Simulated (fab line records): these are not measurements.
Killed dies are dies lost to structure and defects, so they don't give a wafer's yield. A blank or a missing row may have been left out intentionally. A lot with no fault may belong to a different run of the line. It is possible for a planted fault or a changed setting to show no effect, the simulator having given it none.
Split-lot experiment -- flow n5 finfet -- 39 wafers read from 7 lots, route of 1938 steps

## THE SPLIT ITSELF
At N5_BEOL_M5_CVD_47 (deposits Co from CCTBA/H2, target thk 3 nm, time 216 s), the setting target thk a was moved away from the recipe's 30 angstrom on 12 of the 39 wafers read, by -46.8% to +44.0%. All remaining wafers had this setting at the recipe value.

## FROM THE SPLIT TO THE READING: what the file shows between them, 4 steps
- N5_BEOL_M5_SPUTTER_48: material Cu, target thk 15 nm, time 27.62 s
- N5_BEOL_M5_ANNEAL_49: time 1800 s
- N5_BEOL_M5_ECD_50: material Cu, target thk 300 nm
- N5_BEOL_M5_ANNEAL_51: time 90 s

## THE READING
barrier field endpoint s, in s, at N5_BEOL_M5_CMP_52 (polishes, stops on SiCOH lowk, t overpolish 6.9 s, target thk 62 nm). Fault-free wafers of this fab line usually give 24.6 s, standard deviation 0.56 s.

wafer,"tool, chamber at the split","target thk a as run, angstrom",against the recipe,"barrier field endpoint s, s",against lot-mates on the recipe
L078.3,"cvd co-01, 1,0,1,2",30,recipe,24.5,-
L078.2,"cvd co-01, 1,0,1,2",30,recipe,24.4,-
L078.1,"cvd co-01, 2",30,recipe,25.5,-
L078.4,"cvd co-01, 1,0,1,2",30,recipe,25.4,-
L078.5,"cvd co-01, 1,0,1,2",30,recipe,24.5,-
L078.6,"cvd co-01, 0",30,recipe,25.6,-
L081.1,"cvd co-02, 1,2",30,recipe,24.4,-
L081.4,"cvd co-02, 1,0",15.96,-46.8%,23.1,-1.6
L081.2,"cvd co-02, 0",15.96,-46.8%,22.7,-2.0
L081.3,"cvd co-02, 1,2",30,recipe,24.4,-
L081.6,"cvd co-02, 2",30,recipe,25.4,-
L081.5,"cvd co-02, 1,0",15.96,-46.8%,22.6,-2.1
L083.3,"cvd co-01, 0,2,1,1,2",30,recipe,24.6,-
L083.4,"cvd co-01, 0",30,recipe,24.5,-
L083.2,"cvd co-01, 0,2,1,1,2",30,recipe,24.7,-
L083.1,"cvd co-01, 0,2,1,1,2",30,recipe,24.9,-
L083.6,"cvd co-01, 0,2,1,1,2",30,recipe,24.7,-
L083.5,"cvd co-01, 0,2,1,1,2",30,recipe,24.1,-
L086.2,"cvd co-02, 1,0,2",41.73,+39.1%,25.3,+0.9
L086.3,"cvd co-02, 1,0,2",41.73,+39.1%,25.3,+0.9
L086.4,"cvd co-02, 2,0",30,recipe,24.3,-
L086.1,"cvd co-02, 1,0,2",41.73,+39.1%,25.7,+1.3
L086.6,"cvd co-02, 2,0",30,recipe,24.6,-
L086.5,"cvd co-02, 1",30,recipe,24.2,-
L091.4,"cvd co-01, 2,0",30,recipe,24.8,-
L091.1,"cvd co-01, 0",30,recipe,25.1,-
L091.6,"cvd co-01, 2,0",30,recipe,24.7,-
L092.2,"cvd co-01, 0,1",30,recipe,24.5,-
L092.1,"cvd co-01, 2",16.78,-44.1%,23.3,-1.2
L092.3,"cvd co-01, 1",16.78,-44.1%,23.1,-1.4
L092.4,"cvd co-01, 0,1",30,recipe,24.3,-
L092.6,"cvd co-01, 2",16.78,-44.1%,22.8,-1.7
L092.5,"cvd co-01, 0",30,recipe,24.7,-
L096.3,"cvd co-02, 1,0",30,recipe,25.1,-
L096.2,"cvd co-02, 2,1",43.2,+44.0%,25.9,+1.2
L096.1,"cvd co-02, 0",43.2,+44.0%,26.3,+1.6
L096.4,"cvd co-02, 2,1",43.2,+44.0%,26.6,+1.9
L096.6,"cvd co-02, 1,0",30,recipe,24.7,-
L096.5,"cvd co-02, 2",30,recipe,24.4,-
When a row names more than one chamber, that row covers several wafers, and the file does not tell which wafer ran in which chamber.

FIT RESULTS
A straight line over all 39 wafers: barrier field endpoint s changes by +0.034 s for each +1% of target thk a; r = +0.90; the points scatter about the line by 0.41 s.
The same after taking each lot's own level away (the mean of its wafers on the recipe; 39 wafers): +0.0346 s for each +1%; r = +0.93; scatter 0.34 s.
Per that fit: largest target thk a move, reading shift of 1.6 s.
Measured against the standard deviation above, the lots' own levels, which go from 24.37 to 24.98 s, span 1.1 times it.
Hence the lot-to-lot level has little effect on the slope; both slopes agree.
Check: -1.66 s against its lot-mates is what the line predicts for one of the wafers moved furthest among these (-46.8%) when that wafer is left out of the fit. It came out at -1.63 s against them.

## THE OTHER SPLITS THESE WAFERS WENT THROUGH
These wafers also went through other splits before the reading. Each is held against what the fit with the lots' levels taken away leaves over:
other split on the same wafers,wafers away from the commonest value,r with barrier field endpoint s (lot level and that fit taken away)
N5_MOL_CONTACT_COAG_VIA_ETCH_117 target depth a,18,-0.10
N5_BEOL_M3_TRENCH_ETCH_37 target depth a,15,-0.05

## THE WHOLE CHAIN: every reading that the file lists as answering this split, in the file's order
step,what it does,reading,change (the file's fit),r (the file's)
N5_BEOL_M5_CVD_47,"deposits Co from CCTBA/H2, target thk 3 nm, time 216 s","Co_of_BEOL_M5_CVD_47.thk nm (the simulator's own value, which no gauge read)",+0.0283 nm for each +1% of the setting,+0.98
N5_BEOL_M5_CMP_52,"polishes, stops on SiCOH lowk, t overpolish 6.9 s, target thk 62 nm",barrier field endpoint s,+0.0347 s for each +1% of the setting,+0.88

## FILE'S OWN FIT
barrier field endpoint s changes by +0.0347 s for each +1% of target thk a, r = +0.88.
